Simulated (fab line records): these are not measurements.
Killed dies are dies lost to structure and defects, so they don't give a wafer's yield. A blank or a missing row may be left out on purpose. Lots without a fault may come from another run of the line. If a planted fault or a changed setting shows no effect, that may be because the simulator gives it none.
Matching of chambers | flow nand_harc | 3 sister chambers for NHARC_P_M1_PRE_CLEAN_32 on pecvd-01
The step time 12 s. 3 wafers are shown with their chamber, then 8 later ones without.

== WAFERS PAIRED WITH THEIR CHAMBERS ==
wafer  | chamber | heater_power_w (W)
L084.1 | 1       | 543
L084.2 | 2       | 624
L086.2 | 0       | 590

== WAFERS WITH NO CHAMBER GIVEN ==
wafer  | heater_power_w (W)
L086.4 | 584
L086.6 | 622
L088.3 | 638
L088.5 | 595
L088.6 | 638
L097.1 | 568
L097.3 | 603
L097.4 | 624

== THE CHAMBER EACH PASSED THROUGH ==
wafer  | from the rows above     | in truth
L086.4 | 0                       | 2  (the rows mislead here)
L086.6 | 2                       | 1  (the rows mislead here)
L088.3 | 2                       | 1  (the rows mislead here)
L088.5 | 0                       | 0
L088.6 | 2                       | 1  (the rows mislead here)
L097.1 | can't be placed: 0 or 1 | 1
L097.3 | can't be placed: 0 or 2 | 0
L097.4 | 2                       | 2
Placed correctly: 2 of 8. Cannot be placed on the basis of these rows: 2; the candidates contain the true chamber in 2. Placed wrongly: 4.
How it was worked out, from the rows above alone: a wafer's distance from a chamber is the root of the sum, over the readings, of the square of ((its reading less the chamber's mean) divided by the reading's scatter). The wafer belongs to the nearest chamber; if the next one is less than 2 further off, it can't be placed. For every chamber, the mean is computed from those of its wafers that are shown. The scatter: root of mean squared gap, hidden wafer to nearest shown wafer, with one shown wafer a chamber.
